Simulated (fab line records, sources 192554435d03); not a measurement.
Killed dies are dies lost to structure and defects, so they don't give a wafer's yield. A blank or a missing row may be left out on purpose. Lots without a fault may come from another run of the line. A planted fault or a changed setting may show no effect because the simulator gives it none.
fab line records | flow n5_finfet
record lots=24 wafers=72 last_day=17
route steps=1938 shown BEOL_M5@1126 BEOL_M6@1196
lots that met no fault: from a run of the same line without faults
start_h: hours from the record's first day to the start of the lot's first wafer shown | wait_h: hours since the lot's step before | " the same as in the row above | L1.1+2: a row that stands for several wafers | - no value, or no start given | * or withheld: withheld | < > ~ a bound
route shown NAME@n: a module of which the file shows steps, and the number in the route of the first | usual: mean/standard deviation of fault-free wafers | same: alike in all rows | chamber/n: place in a boat | sites: the reading at each site | _std_site: their standard deviation | _edge_site: outer sites' mean less inner sites' | radius_mm: how far each site lies from the wafer's centre | mask NAME#n: copy n | behind: the tool/chamber that last shaped the wafer | hold: why the lot was held/for how many hours/how that ended | device: the transistor (n, p or np) that didn't switch | end of line: the same wafers' tests at the end of the route | a step without rows: its recipe alone | killed: dies lost to structure and defects at the first sort, not the wafer's yield | map: a wafer's dies, x killed, . not, _ none there
set.NAME: the setting as run; set.NAME@STEP: as run at that earlier step | model.NAME: the simulator's own value behind a step, which no gauge read
steps of the route over a sample of lots; a table a step, a row a wafer
services: from which hour (start_h, from the record's first day; less than 0 if before it) a tool's chamber was out of use, for how many hours, and why
## steps
# step N5_BEOL_M5_CD_MEAS_11
# recipe target_cd_nm=27.74 landing_energy_ev=500 detector=se_inlens
# usual cd_nm=27.94/0.25
# columns lot.wafer tool chamber start_h wait_h cd_nm
L074.1 cd_sem-01 0 160.20 - 27.86
L074.3 " 0 " " 28.00
L074.5 " 0 " " 27.91
L075.3 cd_sem-01 0 174.40 - 27.94
L075.5 " 0 " " 27.29
L075.6 " 0 " " 28.06
L077.1 cd_sem-01 0 176.98 - 28.26
L077.4 " 0 " " 27.69
L077.6 " 0 " " 27.92
L078.1 cd_sem-03 0 191.16 - 27.97
L078.2 " 0 " " 27.86
L078.3 " 0 " " 27.74
L076.1 cd_sem-01 0 196.90 - 28.58
L076.4 " 0 " " 28.32
L076.5 " 0 " " 27.55
L080.1 cd_sem-03 0 206.27 - 27.48
L080.2 " 0 " " 28.15
L080.6 " 0 " " 27.96
L079.2 cd_sem-01 0 208.33 - 27.95
L079.3 " 0 " " 28.44
L079.5 " 0 " " 28.23
L081.2 cd_sem-01 0 227.40 - 28.32
L081.4 " 0 " " 27.68
L081.5 " 0 " " 27.64
L084.1 cd_sem-02 0 233.20 - 28.08
L084.3 " 0 " " 27.95
L084.5 " 0 " " 27.75
L083.1 cd_sem-02 0 234.27 - 28.03
L083.3 " 0 " " 27.85
L083.5 " 0 " " 27.84
L085.2 cd_sem-02 0 236.81 - 27.55
L085.4 " 0 " " 27.73
L085.5 " 0 " " 28.09
L082.3 cd_sem-03 0 236.87 - 28.21
L082.4 " 0 " " 28.06
L082.5 " 0 " " 28.07
L086.2 cd_sem-01 0 250.78 - 27.93
L086.4 " 0 " " 28.16
L086.6 " 0 " " 27.48
L088.3 cd_sem-01 0 256.44 - 27.88
L088.4 " 0 " " 27.90
L088.5 " 0 " " 28.14
L087.2 cd_sem-01 0 256.72 - 27.96
L087.3 " 0 " " 27.58
L087.4 " 0 " " 28.09
L089.1 cd_sem-02 0 262.74 - 27.81
L089.3 " 0 " " 27.30
L089.4 " 0 " " 28.00
L090.1 cd_sem-01 0 271.60 - 27.99
L090.2 " 0 " " 28.24
L090.3 " 0 " " 27.74
L092.1 cd_sem-02 0 283.33 - 27.70
L092.4 " 0 " " 27.70
L092.5 " 0 " " 27.71
L091.1 cd_sem-02 0 285.87 - 27.94
L091.2 " 0 " " 28.56
L091.5 " 0 " " 27.82
L094.2 cd_sem-03 0 289.57 - 27.84
L094.3 " 0 " " 27.76
L094.5 " 0 " " 28.04
L093.1 cd_sem-03 0 289.77 - 28.01
L093.2 " 0 " " 27.72
L093.5 " 0 " " 27.76
L095.2 cd_sem-01 0 302.70 - 28.23
L095.4 " 0 " " 27.87
L095.6 " 0 " " 28.14
L096.1 cd_sem-01 0 306.17 - 27.49
L096.2 " 0 " " 27.59
L096.6 " 0 " " 27.84
L097.1 cd_sem-03 0 310.11 - 28.09
L097.2 " 0 " " 28.34
L097.4 " 0 " " 28.24
# step N5_BEOL_M5_OVL_MEAS_12
# recipe points_per_wafer=522
# usual M5_OVL=-0.1/0.71
# columns lot.wafer tool chamber start_h wait_h M5_OVL[nm]
L074.1 overlay-01 0 160.23 0.0 0.0
L074.3 " 0 " " 0.5
L074.5 " 0 " " 0.4
L075.3 overlay-02 0 174.44 0.0 0.3
L075.5 " 0 " " 0.2
L075.6 " 0 " " -0.2
L077.1 overlay-02 0 177.01 0.0 -2.1
L077.4 " 0 " " 0.3
L077.6 " 0 " " -0.7
L078.1 overlay-01 0 191.19 0.0 0.5
L078.2 " 0 " " 0.5
L078.3 " 0 " " -0.6
L076.1 overlay-01 0 196.93 0.0 0.1
L076.4 " 0 " " -0.8
L076.5 " 0 " " -1.6
L080.1 overlay-01 0 206.30 0.0 0.4
L080.2 " 0 " " -0.5
L080.6 " 0 " " 0.7
L079.2 overlay-01 0 208.37 0.0 0.4
L079.3 " 0 " " 0.6
L079.5 " 0 " " 1.0
L081.2 overlay-02 0 227.43 0.0 -0.5
L081.4 " 0 " " 0.8
L081.5 " 0 " " 0.6
L084.1 overlay-01 0 233.23 0.0 -0.3
L084.3 " 0 " " 0.1
L084.5 " 0 " " -0.2
L083.1 overlay-01 0 234.30 0.0 -0.2
L083.3 " 0 " " 0.4
L083.5 " 0 " " 0.6
L085.2 overlay-02 0 236.85 0.0 -0.3
L085.4 " 0 " " 0.6
L085.5 " 0 " " 0.0
L082.3 overlay-02 0 236.91 0.0 -1.3
L082.4 " 0 " " -0.9
L082.5 " 0 " " -0.9
L086.2 overlay-01 0 250.82 0.0 -0.5
L086.4 " 0 " " -0.7
L086.6 " 0 " " -0.3
L088.3 overlay-01 0 256.48 0.0 1.0
L088.4 " 0 " " 0.2
L088.5 " 0 " " 0.8
L087.2 overlay-02 0 256.75 0.0 -0.2
L087.3 " 0 " " 0.0
L087.4 " 0 " " 0.0
L089.1 overlay-02 0 262.77 0.0 -1.0
L089.3 " 0 " " -0.3
L089.4 " 0 " " 0.0
L090.1 overlay-01 0 271.63 0.0 0.8
L090.2 " 0 " " 0.4
L090.3 " 0 " " 0.8
L092.1 overlay-02 0 283.36 0.0 -0.4
L092.4 " 0 " " -2.1
L092.5 " 0 " " -0.3
L091.1 overlay-01 0 285.90 0.0 -1.2
L091.2 " 0 " " -0.4
L091.5 " 0 " " -0.8
L094.2 overlay-02 0 289.60 0.0 -0.2
L094.3 " 0 " " -0.7
L094.5 " 0 " " 0.3
L093.1 overlay-02 0 289.80 0.0 -0.3
L093.2 " 0 " " -0.4
L093.5 " 0 " " 0.0
L095.2 overlay-02 0 302.74 0.0 1.0
L095.4 " 0 " " 1.1
L095.6 " 0 " " -0.2
L096.1 overlay-01 0 306.20 0.0 0.4
L096.2 " 0 " " 0.4
L096.6 " 0 " " 0.3
L097.1 overlay-02 0 310.14 0.0 0.2
L097.2 " 0 " " -0.4
L097.4 " 0 " " 0.2
# step N5_BEOL_M5_STRIP_64
# recipe chemistry=CF4 resist=SiARC power_w=300 bias_power_w=75 pressure_mtorr=50 cf4_flow_sccm=150 rf_frequency_hz=6e+07
# usual cf4_flow_sccm=149.9/0.46 drypump_motor_current_A=5.8/0.51 oes_product_au=0.80/0.075 rf_vpp_V=271.6/1.5 showerhead_plenum_p_Torr=1.81/0.062 throttle_valve_pct=13.56/0.25
# columns lot.wafer tool chamber start_h wait_h cf4_flow_sccm drypump_motor_current_A oes_product_au rf_hours_counter_h rf_vpp_V showerhead_plenum_p_Torr throttle_valve_pct
L074.1 rie_diel-05 1 160.53 0.0 151.0 5.9 0.75 171 273.0 1.86 13.71
L074.3 " 3 " " 149.4 5.7 0.67 246 269.5 1.71 13.94
L074.5 " 2 " " 149.8 5.4 0.74 - 270.8 1.78 13.89
L075.3 rie_diel-06 3 174.72 0.0 149.8 6.5 0.82 77 269.8 1.75 13.51
L075.5 " 0 " " 149.4 5.7 0.84 - 270.8 1.82 13.22
L075.6 " 3 " " 149.3 6.5 0.83 - 270.0 1.75 13.53
L077.1 rie_diel-02 2 177.31 0.0 150.0 5.1 0.80 89 272.6 1.74 13.43
L077.4 " 0 " " 150.0 5.1 0.92 13 273.9 1.91 13.66
L077.6 " 0 " " 150.4 5.1 0.92 - 274.2 1.91 13.66
L078.1 rie_diel-02 0 191.49 0.0 150.0 5.1 0.90 18 273.9 1.91 13.67
L078.2 " 3 " " 149.5 6.6 0.92 11 272.8 1.83 13.18
L078.3 " 1 " " 149.7 5.6 0.75 163 272.4 1.86 13.67
L076.1 rie_diel-02 0 197.83 0.0 149.7 5.1 0.90 21 271.4 1.91 13.67
L076.4 " 3 " " 150.0 6.6 0.91 - 272.3 1.83 13.18
L076.5 " 0 " " 149.0 5.1 0.90 - 272.6 1.91 13.67
L080.1 rie_diel-02 1 206.60 0.0 149.4 5.5 0.74 169 272.6 1.86 13.69
L080.2 " 3 " " 149.7 6.6 0.90 18 272.0 1.82 13.19
L080.6 " 3 " " 150.5 6.6 0.90 - 271.7 1.83 13.19
L079.2 rie_diel-02 0 208.74 0.0 148.9 5.1 0.88 26 274.2 1.90 13.69
L079.3 " 1 " " 150.5 5.6 0.73 171 272.2 1.86 13.66
L079.5 " 0 " " 149.0 5.1 0.89 - 272.8 1.90 13.71
L081.2 rie_diel-05 3 227.73 0.0 150.3 5.7 0.92 10 273.8 1.91 13.39
L081.4 " 2 " " 150.3 5.4 0.72 196 271.0 1.78 13.94
L081.5 " 0 " " 150.0 5.7 0.91 - 270.6 1.76 13.12
L084.1 rie_diel-02 1 233.53 0.0 149.5 5.6 0.73 180 272.7 1.86 13.71
L084.3 " 2 " " 149.5 5.1 0.79 93 269.6 1.74 13.46
L084.5 " 1 " " 149.5 5.6 0.73 - 272.7 1.86 13.71
L083.1 rie_diel-05 1 234.60 0.0 149.7 5.8 0.73 198 272.0 1.85 13.80
L083.3 " 2 " " 150.1 5.4 0.72 198 270.3 1.78 13.94
L083.5 " 2 " " 149.7 5.4 0.72 - 270.5 1.78 13.94
L085.2 rie_diel-05 3 237.22 0.0 149.7 5.7 0.92 12 273.4 1.91 13.40
L085.4 " 0 " " 150.4 5.7 0.90 20 271.0 1.76 13.13
L085.5 " 2 " " 150.0 5.4 0.71 - 270.9 1.78 13.95
L082.3 rie_diel-06 2 237.31 0.0 150.2 6.5 0.75 168 271.9 1.79 13.77
L082.4 " 3 " " 150.4 6.5 0.80 96 270.4 1.74 13.58
L082.5 " 0 " " 149.3 5.7 0.82 - 271.9 1.82 13.27
L086.2 rie_diel-06 0 251.11 0.0 150.3 5.7 0.82 62 272.0 1.82 13.27
L086.4 " 2 " " 149.7 6.5 0.74 172 272.0 1.79 13.76
L086.6 " 0 " " 150.8 5.7 0.82 - 269.0 1.82 13.26
L088.3 rie_diel-06 1 256.76 0.0 150.1 5.5 0.71 203 270.1 1.71 13.63
L088.4 " 3 " " 149.5 6.5 0.80 101 269.3 1.74 13.56
L088.5 " 0 " " 149.6 5.7 0.82 - 270.4 1.82 13.27
L087.2 rie_diel-06 1 257.04 0.0 150.0 5.5 0.72 203 269.8 1.71 13.62
L087.3 " 3 " " 150.2 6.6 0.79 101 269.9 1.74 13.59
L087.4 " 0 " " 150.4 5.7 0.82 64 271.0 1.82 13.28
L089.1 rie_diel-02 1 263.07 0.0 150.1 5.6 0.72 188 274.0 1.85 13.73
L089.3 " 3 " " 150.2 6.6 0.86 36 272.3 1.82 13.25
L089.4 " 0 " " 149.9 5.1 0.85 43 275.2 1.90 13.73
L090.1 rie_diel-05 2 271.99 0.0 149.5 5.4 0.71 207 270.6 1.77 13.98
L090.2 " 0 " " 150.3 5.7 0.90 28 271.1 1.76 13.15
L090.3 " 1 " " 150.3 5.9 0.73 206 272.6 1.85 13.80
L092.1 rie_diel-05 0 283.66 0.0 150.1 5.6 0.88 30 270.2 1.76 13.15
L092.4 " 2 " " 150.4 5.4 0.71 210 272.2 1.77 13.97
L092.5 " 2 " " 150.4 5.4 0.71 - 270.9 1.77 13.99
L091.1 rie_diel-02 0 286.33 0.0 150.5 5.1 0.85 51 274.9 1.90 13.75
L091.2 " 3 " " 150.1 6.6 0.86 44 270.9 1.82 13.25
L091.5 " 1 " " 149.0 5.5 0.72 - 272.3 1.85 13.74
L094.2 rie_diel-06 1 289.93 0.0 150.3 5.5 0.71 214 269.5 1.71 13.66
L094.3 " 3 " " 149.6 6.6 0.79 110 269.7 1.74 13.61
L094.5 " 2 " " 150.5 6.5 0.74 - 269.4 1.79 13.80
L093.1 rie_diel-02 0 290.12 0.0 149.9 5.1 0.84 52 272.8 1.90 13.74
L093.2 " 1 " " 150.1 5.5 0.72 196 270.9 1.85 13.74
L093.5 " 2 " " 149.3 5.1 0.78 - 269.7 1.73 13.49
L095.2 rie_diel-05 0 303.11 0.0 150.0 5.7 0.87 36 270.1 1.76 13.18
L095.4 " 2 " " 148.9 5.4 0.71 - 270.3 1.77 13.99
L095.6 " 1 " " 149.5 5.8 0.72 - 272.2 1.85 13.82
L096.1 rie_diel-05 1 306.53 0.0 149.9 5.8 0.71 217 272.1 1.85 13.83
L096.2 " 3 " " 149.3 5.7 0.88 27 274.1 1.91 13.43
L096.6 " 0 " " 150.0 5.6 0.87 - 272.4 1.75 13.18
L097.1 rie_diel-02 2 310.95 0.0 149.3 5.0 0.78 115 269.9 1.73 13.49
L097.2 " 0 " " 150.1 5.1 0.83 59 273.1 1.89 13.77
L097.4 " 3 " " 150.3 6.6 0.84 51 270.7 1.82 13.26
# step N5_BEOL_M5_CD_MEAS_18
# recipe pitch_nm=56 target_cd_nm=28
# usual cd_nm=27.98/0.28
# columns lot.wafer tool chamber start_h wait_h cd_nm
L074.1 cd_sem-03 - 160.75 0.0 28.03
L074.3 " - " " 28.07
L074.5 " - " " 28.31
L075.3 cd_sem-01 - 175.11 0.1 27.97
L075.5 " - " " 27.26
L075.6 " - " " 27.69
L077.1 cd_sem-01 - 177.54 0.0 27.86
L077.4 " - " " 28.04
L077.6 " - " " 27.34
L078.1 cd_sem-03 - 191.72 0.0 28.00
L078.2 " - " " 28.10
L078.3 " - " " 27.72
L076.1 cd_sem-03 - 198.09 0.0 28.25
L076.4 " - " " 27.90
L076.5 " - " " 28.20
L080.1 cd_sem-01 - 206.85 0.1 27.87
L080.2 " - " " 28.17
L080.6 " - " " 27.78
L079.2 cd_sem-03 - 209.07 0.1 28.18
L079.3 " - " " 28.22
L079.5 " - " " 28.07
L081.2 cd_sem-01 - 227.95 0.1 28.01
L081.4 " - " " 27.96
L081.5 " - " " 28.08
L084.1 cd_sem-03 - 233.75 0.0 27.99
L084.3 " - " " 28.08
L084.5 " - " " 28.03
L083.1 cd_sem-02 - 234.82 0.0 28.14
L083.3 " - " " 27.73
L083.5 " - " " 28.03
L082.3 cd_sem-01 - 237.53 0.1 28.03
L082.4 " - " " 28.52
L082.5 " - " " 27.85
L085.2 cd_sem-03 - 237.54 0.1 27.93
L085.4 " - " " 27.94
L085.5 " - " " 28.14
L086.2 cd_sem-03 - 251.42 0.1 28.03
L086.4 " - " " 27.87
L086.6 " - " " 27.80
L088.3 cd_sem-03 - 256.99 0.1 27.98
L088.4 " - " " 28.23
L088.5 " - " " 27.57
L087.2 cd_sem-01 - 257.27 0.1 28.20
L087.3 " - " " 28.14
L087.4 " - " " 28.05
L089.1 cd_sem-01 - 263.29 0.0 27.96
L089.3 " - " " 27.86
L089.4 " - " " 27.60
L090.1 cd_sem-03 - 272.31 0.1 27.54
L090.2 " - " " 27.94
L090.3 " - " " 28.18
L092.1 cd_sem-01 - 283.97 0.0 28.19
L092.4 " - " " 27.56
L092.5 " - " " 27.80
L091.1 cd_sem-03 - 286.56 0.0 28.20
L091.2 " - " " 28.90
L091.5 " - " " 28.20
L094.2 cd_sem-02 - 290.16 0.1 28.26
L094.3 " - " " 27.80
L094.5 " - " " 27.87
L093.1 cd_sem-02 - 290.35 0.0 28.08
L093.2 " - " " 27.78
L093.5 " - " " 27.94
L095.2 cd_sem-02 - 303.56 0.1 28.06
L095.4 " - " " 27.90
L095.6 " - " " 28.37
L096.1 cd_sem-01 - 306.87 0.0 28.34
L096.2 " - " " 28.04
L096.6 " - " " 28.16
L097.1 cd_sem-01 - 311.26 0.0 28.15
L097.2 " - " " 27.82
L097.4 " - " " 27.75
# step N5_BEOL_M5_ETCH_68
# recipe chemistry=N2/H2 target=SOC target_depth_a=800 overetch_a=160 mask_material=SiARC temp_c=40 time_s=120 ion_energy_ev=200 pressure_mtorr=30 source_w=840 bias_w=150 n2_flow_sccm=200 h2_flow_sccm=200
# usual bias_w=150.0/0.49 drypump_motor_current_A=5.8/0.48 oes_product_au=0.61/0.059 rf_vpp_V=524.5/2.6 showerhead_plenum_p_Torr=2.57/0.09 throttle_valve_pct=17.88/0.27
# columns lot.wafer tool chamber start_h wait_h bias_w drypump_motor_current_A oes_product_au rf_hours_counter_h rf_vpp_V showerhead_plenum_p_Torr throttle_valve_pct
L074.1 rie_diel-05 2 161.27 0.0 150.4 5.4 0.57 171 523.3 2.54 18.21
L074.3 " 3 " " 149.8 5.8 0.52 247 520.0 2.40 18.13
L074.5 " 1 " " 150.1 5.9 0.58 - 526.0 2.64 18.10
L075.3 rie_diel-05 0 175.86 0.0 150.6 5.6 0.77 0 522.8 2.50 17.44
L075.5 " 0 " " 150.3 5.6 0.76 - 521.8 2.50 17.46
L075.6 " 1 " " 150.2 5.8 0.57 - 526.8 2.64 18.11
L077.1 rie_diel-02 2 178.11 0.0 149.6 5.1 0.61 90 521.7 2.47 17.67
L077.4 " 3 " " 150.4 6.6 0.71 6 525.7 2.60 17.38
L077.6 " 3 " " 150.9 6.6 0.72 - 525.2 2.60 17.39
L078.1 rie_diel-02 3 193.86 0.0 150.0 6.6 0.70 12 524.8 2.60 17.39
L078.2 " 1 " " 149.2 5.5 0.57 164 527.0 2.65 18.02
L078.3 " 0 " " 150.3 5.1 0.70 19 527.8 2.71 17.98
L076.1 rie_diel-02 0 198.88 0.0 150.1 5.1 0.69 22 527.3 2.71 17.99
L076.4 " 3 " " 150.4 6.6 0.70 - 525.0 2.59 17.39
L076.5 " 0 " " 150.2 5.1 0.69 - 527.4 2.71 17.99
L080.1 rie_diel-05 1 207.62 0.0 149.5 5.9 0.57 189 527.1 2.64 18.14
L080.2 " 3 " " 150.0 5.8 0.74 3 529.3 2.71 17.70
L080.6 " 1 " " 149.7 5.9 0.57 - 526.7 2.64 18.13
L079.2 rie_diel-06 0 210.89 0.0 149.9 5.7 0.65 51 525.1 2.59 17.58
L079.3 " 1 " " 150.3 5.5 0.57 190 519.9 2.43 17.90
L079.5 " 3 " " 151.0 6.5 0.63 - 520.5 2.47 17.79
L081.2 rie_diel-06 0 229.97 0.0 150.7 5.7 0.64 57 525.4 2.59 17.58
L081.4 " 1 " " 149.2 5.6 0.57 196 520.3 2.42 17.91
L081.5 " 3 " " 149.4 6.6 0.62 - 521.8 2.47 17.79
L083.1 rie_diel-06 2 235.91 0.0 149.9 6.5 0.59 168 525.1 2.53 17.81
L083.3 " 1 " " 150.9 5.5 0.55 197 520.1 2.42 17.92
L083.5 " 1 " " 150.5 5.5 0.56 - 519.2 2.42 17.90
L084.1 rie_diel-02 3 236.14 0.0 149.8 6.6 0.68 29 524.9 2.59 17.43
L084.3 " 1 " " 150.0 5.5 0.56 181 527.1 2.64 18.08
L084.5 " 0 " " 149.8 5.1 0.67 - 528.6 2.71 18.02
L085.2 rie_diel-06 0 240.38 0.0 149.4 5.8 0.63 60 525.4 2.59 17.58
L085.4 " 1 " " 150.9 5.5 0.55 199 521.3 2.42 17.90
L085.5 " 2 " " 150.0 6.5 0.57 - 524.1 2.53 17.80
L082.3 rie_diel-06 2 240.87 0.0 150.2 6.5 0.58 170 524.2 2.53 17.82
L082.4 " 1 " " 149.6 5.5 0.55 199 522.1 2.42 17.92
L082.5 " 0 " " 149.3 5.7 0.64 - 524.6 2.59 17.59
L086.2 rie_diel-05 0 252.06 0.0 149.4 5.6 0.69 23 521.7 2.49 17.47
L086.4 " 1 " " 149.9 5.9 0.56 202 525.8 2.63 18.15
L086.6 " 0 " " 150.1 5.7 0.69 - 521.6 2.49 17.51
L088.3 rie_diel-05 3 258.21 0.0 149.8 5.8 0.70 17 526.7 2.71 17.74
L088.4 " 2 " " 150.4 5.4 0.55 203 522.7 2.52 18.27
L088.5 " 2 " " 151.4 5.4 0.55 - 523.2 2.52 18.28
L087.2 rie_diel-06 3 258.75 0.0 149.2 6.5 0.62 101 522.3 2.47 17.80
L087.3 " 1 " " 150.2 5.5 0.56 204 521.7 2.42 17.93
L087.4 " 0 " " 150.6 5.7 0.63 65 526.1 2.58 17.59
L089.1 rie_diel-05 1 264.21 0.0 149.8 5.9 0.56 205 526.3 2.63 18.15
L089.3 " 2 " " 150.0 5.4 0.55 205 523.0 2.52 18.27
L089.4 " 3 " " 150.1 5.8 0.70 18 528.1 2.70 17.75
L090.1 rie_diel-05 0 273.04 0.0 149.6 5.7 0.69 28 523.7 2.49 17.50
L090.2 " 1 " " 150.5 5.8 0.56 207 527.0 2.63 18.16
L090.3 " 2 " " 151.1 5.4 0.55 207 521.0 2.52 18.27
L092.1 rie_diel-02 3 284.89 0.0 149.7 6.6 0.65 43 525.1 2.58 17.46
L092.4 " 0 " " 149.4 5.1 0.65 50 527.7 2.70 18.05
L092.5 " 0 " " 149.8 5.1 0.65 - 527.6 2.70 18.05
L091.1 rie_diel-05 1 288.27 0.0 150.2 5.8 0.56 210 525.0 2.63 18.17
L091.2 " 2 " " 149.3 5.4 0.54 211 523.5 2.52 18.29
L091.5 " 1 " " 150.0 5.8 0.56 - 524.7 2.63 18.18
L094.2 rie_diel-05 1 291.81 0.0 149.5 5.8 0.56 211 527.0 2.63 18.17
L094.3 " 0 " " 150.0 5.7 0.68 32 523.2 2.49 17.51
L094.5 " 2 " " 149.8 5.4 0.55 - 523.0 2.52 18.29
L093.1 rie_diel-06 2 291.81 0.0 149.4 6.5 0.57 184 523.2 2.52 17.85
L093.2 " 1 " " 150.0 5.5 0.55 215 521.3 2.42 17.96
L093.5 " 1 " " 150.6 5.5 0.55 - 521.5 2.42 17.93
L095.2 rie_diel-02 0 304.95 0.0 150.4 5.1 0.65 56 528.1 2.70 18.07
L095.4 " 2 " " 149.3 5.1 0.60 113 520.9 2.46 17.70
L095.6 " 3 " " 150.2 6.6 0.65 - 524.3 2.58 17.45
L096.1 rie_diel-05 1 308.85 0.0 149.7 5.9 0.55 217 526.3 2.62 18.16
L096.2 " 2 " " 149.4 5.4 0.55 218 521.8 2.52 18.29
L096.6 " 3 " " 150.2 5.7 0.68 - 527.4 2.70 17.75
L097.1 rie_diel-02 0 312.06 0.0 149.3 5.1 0.65 59 527.1 2.70 18.06
L097.2 " 1 " " 149.9 5.5 0.55 203 526.4 2.63 18.13
L097.4 " 2 " " 149.8 5.1 0.60 115 521.1 2.46 17.71
# step N5_BEOL_M6_THK_MEAS_01
# recipe reads=SiCOH_lowk_of_BEOL_M6_ILD_DEP_00
# usual M6_ILD_THK=154.0/1.8
# columns lot.wafer tool chamber start_h wait_h M6_ILD_THK[nm]
L074.1 film_metro-02 - 169.06 0.4 151.0
L074.3 " - " " 153.0
L074.5 " - " " 155.6
L077.1 film_metro-01 - 185.80 0.4 152.6
L077.4 " - " " 157.0
L077.6 " - " " 154.2
L075.3 film_metro-01 - 200.70 0.3 152.2
L075.5 " - " " 153.4
L075.6 " - " " 155.0
L078.1 film_metro-01 - 201.81 0.4 153.9
L078.2 " - " " 153.8
L078.3 " - " " 152.6
L076.1 film_metro-01 - 206.83 0.4 153.1
L076.4 " - " " 154.4
L076.5 " - " " 155.7
L080.1 film_metro-01 - 215.66 0.4 151.9
L080.2 " - " " 150.9
L080.6 " - " " 153.1
L079.2 film_metro-02 - 220.40 0.4 151.1
L079.3 " - " " 153.7
L079.5 " - " " 153.4
L081.2 film_metro-01 - 239.10 0.4 155.2
L081.4 " - " " 156.0
L081.5 " - " " 155.9
L083.1 film_metro-01 - 243.86 0.4 154.1
L083.3 " - " " 153.5
L083.5 " - " " 156.8
L084.1 film_metro-02 - 243.86 0.4 155.1
L084.3 " - " " 153.2
L084.5 " - " " 156.3
L082.3 film_metro-02 - 248.61 0.3 154.4
L082.4 " - " " 155.0
L082.5 " - " " 155.5
L085.2 film_metro-02 - 248.93 0.7 152.2
L085.4 " - " " 155.3
L085.5 " - " " 154.7
L086.2 film_metro-02 - 260.29 0.7 151.9
L086.4 " - " " 155.9
L086.6 " - " " 155.6
L088.3 film_metro-02 - 266.57 0.3 155.5
L088.4 " - " " 158.3
L088.5 " - " " 159.1
L087.2 film_metro-02 - 267.33 0.4 155.0
L087.3 " - " " 153.3
L087.4 " - " " 157.1
L089.1 film_metro-01 - 272.08 0.4 153.8
L089.3 " - " " 152.6
L089.4 " - " " 155.2
L090.1 film_metro-02 - 281.41 0.4 153.9
L090.2 " - " " 151.4
L090.3 " - " " 154.4
L092.1 film_metro-01 - 293.18 0.4 152.2
L092.4 " - " " 154.6
L092.5 " - " " 153.0
L091.1 film_metro-02 - 296.06 0.4 151.1
L091.2 " - " " 151.2
L091.5 " - " " 153.2
L093.1 film_metro-02 - 300.16 0.4 152.0
L093.2 " - " " 153.9
L093.5 " - " " 155.5
L094.2 film_metro-01 - 300.27 0.4 151.1
L094.3 " - " " 150.4
L094.5 " - " " 152.2
L095.2 film_metro-01 - 313.34 0.4 153.9
L095.4 " - " " 156.8
L095.6 " - " " 157.0
L096.1 film_metro-01 - 316.58 0.4 152.8
L096.2 " - " " 150.3
L096.6 " - " " 154.1
L097.1 film_metro-01 - 320.14 0.4 153.1
L097.2 " - " " 152.7
L097.4 " - " " 155.1
## services
# columns tool chamber start_h hours kind
rie_diel-02 3 143.56 - clean
rie_diel-02 3 143.56 - consumable_replace:focus_ring
rie_diel-02 3 143.56 16.6 scheduled_down
rie_diel-02 3 143.56 16.6 vent_cycle
rie_diel-05 0 159.98 - clean
rie_diel-05 0 159.98 - consumable_replace:focus_ring
rie_diel-05 0 159.98 15.6 scheduled_down
rie_diel-05 0 159.98 15.6 vent_cycle
rie_diel-05 3 175.58 - clean
rie_diel-05 3 175.58 - consumable_replace:focus_ring
rie_diel-05 3 175.58 - consumable_replace:showerhead
rie_diel-05 3 175.58 22.7 scheduled_down
rie_diel-05 3 175.58 22.7 vent_cycle
rie_diel-02 2 187.47 42.2 repair
rie_diel-05 - 197.43 0.5 repair
rie_diel-06 2 297.63 7.9 repair
rie_diel-05 3 298.23 8.0 repair
rie_diel-06 - 302.99 14.6 pm
## key
fault none
